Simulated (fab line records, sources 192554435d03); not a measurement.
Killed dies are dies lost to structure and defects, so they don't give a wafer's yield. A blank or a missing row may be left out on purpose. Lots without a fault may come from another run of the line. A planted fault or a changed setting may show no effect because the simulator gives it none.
Chamber matching | flow n5_finfet | N5_FIN_SAQP_ETCH_67 on rie_diel-02: 4 sister chambers
The step etches SiNx in CH3F/O2, target depth 30 nm. 4 wafers are shown with their chamber, then 8 later ones without.

WAFERS WITH THEIR CHAMBER
wafer  | chamber | showerhead_plenum_p_Torr (Torr)
L080.3 | 3       | 1.95
L081.6 | 0       | 1.85
L082.2 | 2       | 1.98
L084.1 | 1       | 2.10

WAFERS WITHOUT THEIR CHAMBER
wafer  | showerhead_plenum_p_Torr (Torr)
L084.2 | 1.97
L084.4 | 1.95
L087.1 | 1.97
L087.4 | 2.10
L087.5 | 1.97
L091.1 | 1.94
L091.3 | 1.97
L091.5 | 1.97

WHICH CHAMBER EACH WENT THROUGH
wafer  | from the rows above     | in truth
L084.2 | can't be placed: 2 or 3 | 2
L084.4 | 3                       | 3
L087.1 | can't be placed: 2 or 3 | 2
L087.4 | 1                       | 1
L087.5 | can't be placed: 2 or 3 | 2
L091.1 | 3                       | 3
L091.3 | can't be placed: 2 or 3 | 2
L091.5 | can't be placed: 2 or 3 | 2
Placed correctly: 3 of 8. Can't be placed from these rows: 5 (the true chamber is among the candidates in 5). Placed wrongly: 0.
How it was worked out, from the rows above alone: a wafer's distance from a chamber is the root of the sum, over the readings, of the square of ((its reading less the chamber's mean) divided by the reading's scatter). The wafer belongs to the nearest chamber; if the next one is less than 2 further off, it can't be placed. A chamber's mean is the mean of its shown wafers. The scatter: with one shown wafer a chamber, the root of the mean of the squares of how far each hidden wafer lies from its nearest shown one.
